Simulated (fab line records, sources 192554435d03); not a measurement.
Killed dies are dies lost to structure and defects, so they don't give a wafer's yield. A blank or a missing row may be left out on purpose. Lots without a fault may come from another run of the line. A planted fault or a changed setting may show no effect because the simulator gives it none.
Chamber matching | flow n5_finfet | N5_MOL_CONTACT_COAG_CONTACT_ETCH_14 on rie_diel-02: 4 sister chambers
The step etches SiO2 in C4F6/O2, target depth 27.5 nm, overetch 8.5 nm, time 20 s. 8 wafers are shown with their chamber, then 10 later ones without.

WAFERS WITH THEIR CHAMBER
wafer  | chamber | showerhead_plenum_p_Torr (Torr) | drypump_motor_current_A (A)
L079.2 | 1       | 2.91                            | 5.6
L085.2 | 2       | 3.02                            | 5.8
L085.5 | 0       | 2.95                            | 5.8
L086.1 | 0       | 2.94                            | 5.8
L086.3 | 1       | 2.90                            | 5.6
L086.4 | 3       | 2.79                            | 4.7
L091.1 | 3       | 2.78                            | 4.7
L091.4 | 2       | 3.02                            | 5.7

WAFERS WITHOUT THEIR CHAMBER
wafer  | showerhead_plenum_p_Torr (Torr) | drypump_motor_current_A (A)
L091.5 | 2.78                            | 4.7
L093.2 | 2.78                            | 4.7
L093.4 | 2.89                            | 5.6
L093.6 | 2.94                            | 5.8
L094.1 | 2.78                            | 4.7
L094.2 | 2.89                            | 5.6
L094.6 | 3.02                            | 5.8
L095.1 | 2.78                            | 4.8
L095.5 | 2.94                            | 5.8
L095.6 | 2.78                            | 4.8

WHICH CHAMBER EACH WENT THROUGH
wafer  | from the rows above | in truth
L091.5 | 3                   | 3
L093.2 | 3                   | 3
L093.4 | 1                   | 1
L093.6 | 0                   | 0
L094.1 | 3                   | 3
L094.2 | 1                   | 1
L094.6 | 2                   | 2
L095.1 | 3                   | 3
L095.5 | 0                   | 0
L095.6 | 3                   | 3
Placed correctly: 10 of 10. Can't be placed from these rows: 0. Placed wrongly: 0.
How it was worked out, from the rows above alone: a wafer's distance from a chamber is the root of the sum, over the readings, of the square of ((its reading less the chamber's mean) divided by the reading's scatter). The wafer belongs to the nearest chamber; if the next one is less than 2 further off, it can't be placed. A chamber's mean is the mean of its shown wafers. The scatter: the root of (the sum of the squares of (reading less its chamber's mean) over the shown wafers, divided by (wafers less chambers)).
